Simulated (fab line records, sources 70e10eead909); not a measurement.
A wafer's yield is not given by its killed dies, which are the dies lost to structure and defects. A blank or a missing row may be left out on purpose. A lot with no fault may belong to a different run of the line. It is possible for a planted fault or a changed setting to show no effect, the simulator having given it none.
Matching of chambers | flow nand_harc | 3 sister chambers for NHARC_P_M2_PRE_CLEAN_32 on pecvd-03
The step time 12 s. 3 wafers are shown with their chamber, then 9 later ones without.

## WAFERS PAIRED WITH THEIR CHAMBERS
wafer  | chamber | heater_power_w (W)
L093.3 | 1       | 631
L093.4 | 0       | 672
L093.5 | 2       | 617

## WAFERS WITHOUT THEIR CHAMBER
wafer  | heater_power_w (W)
L095.2 | 679
L095.3 | 704
L095.5 | 708
L094.1 | 669
L094.4 | 710
L094.5 | 729
L097.2 | 745
L097.3 | 681
L097.6 | 681

## THE CHAMBER EACH PASSED THROUGH
wafer  | from the rows above          | in truth
L095.2 | can't be placed: 0 or 1 or 2 | 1
L095.3 | can't be placed: 0 or 1 or 2 | 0
L095.5 | can't be placed: 0 or 1 or 2 | 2
L094.1 | can't be placed: 0 or 1 or 2 | 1
L094.4 | can't be placed: 0 or 1 or 2 | 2
L094.5 | can't be placed: 0 or 1 or 2 | 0
L097.2 | can't be placed: 0 or 1 or 2 | 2
L097.3 | can't be placed: 0 or 1 or 2 | 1
L097.6 | can't be placed: 0 or 1 or 2 | 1
0 of 9 placed correctly. Not placeable from these rows: 9 (in 9, the candidates include the true chamber). 0 placed wrongly.
How it was worked out, from the rows above alone: a wafer's distance from a chamber is the root of the sum, over the readings, of the square of ((its reading less the chamber's mean) divided by the reading's scatter). If the next closest chamber is less than 2 further off than the closest, the wafer can't be placed; otherwise it belongs to the closest. A chamber's mean is the mean of its shown wafers. The scatter: root of mean squared gap, hidden wafer to nearest shown wafer, with one shown wafer a chamber.
